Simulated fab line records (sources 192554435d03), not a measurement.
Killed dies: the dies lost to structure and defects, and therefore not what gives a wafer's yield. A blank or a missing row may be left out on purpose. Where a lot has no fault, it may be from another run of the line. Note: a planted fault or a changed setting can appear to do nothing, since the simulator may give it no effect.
A single fault, viewed from 2 desks -- flow n5-finfet -- each desk holds nothing but its own numbers, with what lay behind them at the end

== AT THE TOOL OWNER'S DESK: ald-metal-04 ==
The tool's own readings at N5_BEOL_M1_ALD_84 (deposits TaN, pulse time 2 s, purge time 3 s, co reactant purge time 2 s): means of the sampled wafers that have a number, for each lot that ran on this tool. Marked OUT: a lot whose mean sits more than 4 standard deviations from the usual mean, which makes it out of limits; the brackets give that distance.
Columns: A = heater-power-w at N5_BEOL_M1_ALD_84, usual 444 W; B = mfc-carrier-sccm at N5_BEOL_M1_ALD_84, usual 1500 sccm
lot,first seen here,A,B
L550,day 8 02:37,420,1494
L554,day 9 01:05,420,1506
L555,day 9 05:58,407,1499
L561,day 10 13:46,448,1501
L563,day 10 22:16,419,1504
This desk's finding: nothing out of limits on any of the 5 lots.

== METROLOGY DESK ==
Lot by lot, what the gauges showed, no matter which tool ran the lot: averages of those sampled wafers that carry a number. Marked OUT: a lot whose mean sits more than 4 standard deviations from the usual mean, which makes it out of limits; the brackets give that distance. It has 14 readings; the 7 that lie furthest out on some lot are the ones shown.
Columns: A = COMB_M1 at N5_BEOL_M4_RC_MEAS_101, usual 5.8e-11 S/m; B = COMB_M1_max_site at N5_BEOL_M4_RC_MEAS_101, usual 8.4e-11 S/m; C = DIBL_P at N5_BEOL_M4_RC_MEAS_101, usual 37.1 mV/V; D = IOFF_P at N5_BEOL_M4_RC_MEAS_101, usual 0.23 nA/um; E = ION_N at N5_BEOL_M4_RC_MEAS_101, usual 682 uA/um; F = ION_P at N5_BEOL_M4_RC_MEAS_101, usual 467 uA/um; G = VT_P at N5_BEOL_M4_RC_MEAS_101, usual -249 mV
lot,first seen here,A,B,C,D,E,F,G
L550,day 9 13:36,5.4e-11,7.1e-11,37.7,0.21,664,450,-251
L554,day 10 17:53,5.1e-11,7.6e-11,40.8,0.23,703,473,-250
L555,day 10 20:10,4.6e-11,7.0e-11,36.0,0.20,676,465,-252
L560,day 11 23:19,6.3e-11,7.4e-11,37.5,0.22,693,478,-247
L561,day 12 00:23,8.9e-11,1.4e-10,35.6,0.23,684,473,-246
L563,day 12 17:45,6.6e-11,8.7e-11,34.6,0.20,680,468,-249
L565,day 13 14:47,7.4e-11,1.0e-10,40.1,0.30,692,477,-242
L567,day 13 18:50,6.3e-11,8.0e-11,37.3,0.23,683,468,-249
This desk's finding: nothing out of limits on any of the 8 lots.

== ALL TOGETHER ==
The tool owner's desk saw nothing out of limits.
At the metrology desk, nothing out of limits was observed.

== WHAT WAS PUT IN BY THE SIMULATOR ==
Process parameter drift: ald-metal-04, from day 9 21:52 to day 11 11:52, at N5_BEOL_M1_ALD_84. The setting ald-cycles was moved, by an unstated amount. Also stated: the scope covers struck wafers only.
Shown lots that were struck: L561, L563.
